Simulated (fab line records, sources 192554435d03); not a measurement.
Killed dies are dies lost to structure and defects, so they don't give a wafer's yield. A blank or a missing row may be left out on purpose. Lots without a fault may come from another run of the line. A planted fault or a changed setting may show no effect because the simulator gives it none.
One fault seen from 3 desks | flow n5_finfet | each desk has only its own numbers; what lay behind them comes last

THE TOOL OWNER'S DESK: rie_diel-02
The tool's own readings at N5_BEOL_M8_DESCUM_16 (chemistry O2, time 7.9 s): means of the sampled wafers that have a number, for each lot that ran on this tool. A lot is out of limits, marked OUT, if its mean lies more than 4 standard deviations from the usual mean; the brackets give that distance.
Columns: A = drypump_motor_current_A at N5_BEOL_M8_DESCUM_16, usual 5.7 A; B = oes_product_au at N5_BEOL_M8_DESCUM_16, usual 0.80 a.u.; C = rf_vpp_V at N5_BEOL_M8_DESCUM_16, usual 243.2 V; D = showerhead_plenum_p_Torr at N5_BEOL_M8_DESCUM_16, usual 2.09 Torr; E = throttle_valve_pct at N5_BEOL_M8_DESCUM_16, usual 20.31 %
lot  | first seen here | A   | B    | C     | D    | E
L218 | day 9 13:13     | 5.5 | 0.84 | 243.1 | 2.09 | 20.22
L232 | day 13 18:36    | 5.6 | 0.75 | 243.8 | 2.12 | 20.30
L235 | day 14 04:15    | 5.6 | 0.73 | 243.7 | 2.11 | 20.30
This desk's finding: nothing out of limits on any of the 3 lots.

THE DEFECT DESK
What the inspections along the route counted, lot by lot: means of the sampled wafers that have a number. A lot is out of limits, marked OUT, if its mean lies more than 4 standard deviations from the usual mean; the brackets give that distance.
Columns: A = raw_defect_count at N5_BEOL_M8_INSPECT_13, usual 398
lot  | first seen here | A
L218 | day 9 12:59     | 394
L222 | day 10 11:13    | 487
L232 | day 13 18:28    | 347
L235 | day 14 04:07    | 361
L236 | day 14 09:07    | 429
L239 | day 15 13:35    | 373
This desk's finding: nothing out of limits on any of the 6 lots.

THE METROLOGY DESK
What the gauges read, lot by lot, whatever tool the lot ran on: means of the sampled wafers that have a number. A lot is out of limits, marked OUT, if its mean lies more than 4 standard deviations from the usual mean; the brackets give that distance.
Columns: A = cd_nm at N5_BEOL_M8_CD_MEAS_11, usual 38.5 nm; B = M8_OVL at N5_BEOL_M8_OVL_MEAS_12, usual 0.2 nm
lot  | first seen here | A    | B
L218 | day 9 12:55     | 38.2 | 0.4
L222 | day 10 11:10    | 38.4 | 0.6
L232 | day 13 18:25    | 37.9 | 0.1
L235 | day 14 04:04    | 38.5 | -0.3
L236 | day 14 09:04    | 38.0 | -0.3
L239 | day 15 13:32    | 38.5 | 0.1
This desk's finding: nothing out of limits on any of the 6 lots.

PUT TOGETHER
The tool owner's desk saw nothing out of limits.
The defect desk saw nothing out of limits.
The metrology desk saw nothing out of limits.

WHAT THE SIMULATOR HAD PUT IN
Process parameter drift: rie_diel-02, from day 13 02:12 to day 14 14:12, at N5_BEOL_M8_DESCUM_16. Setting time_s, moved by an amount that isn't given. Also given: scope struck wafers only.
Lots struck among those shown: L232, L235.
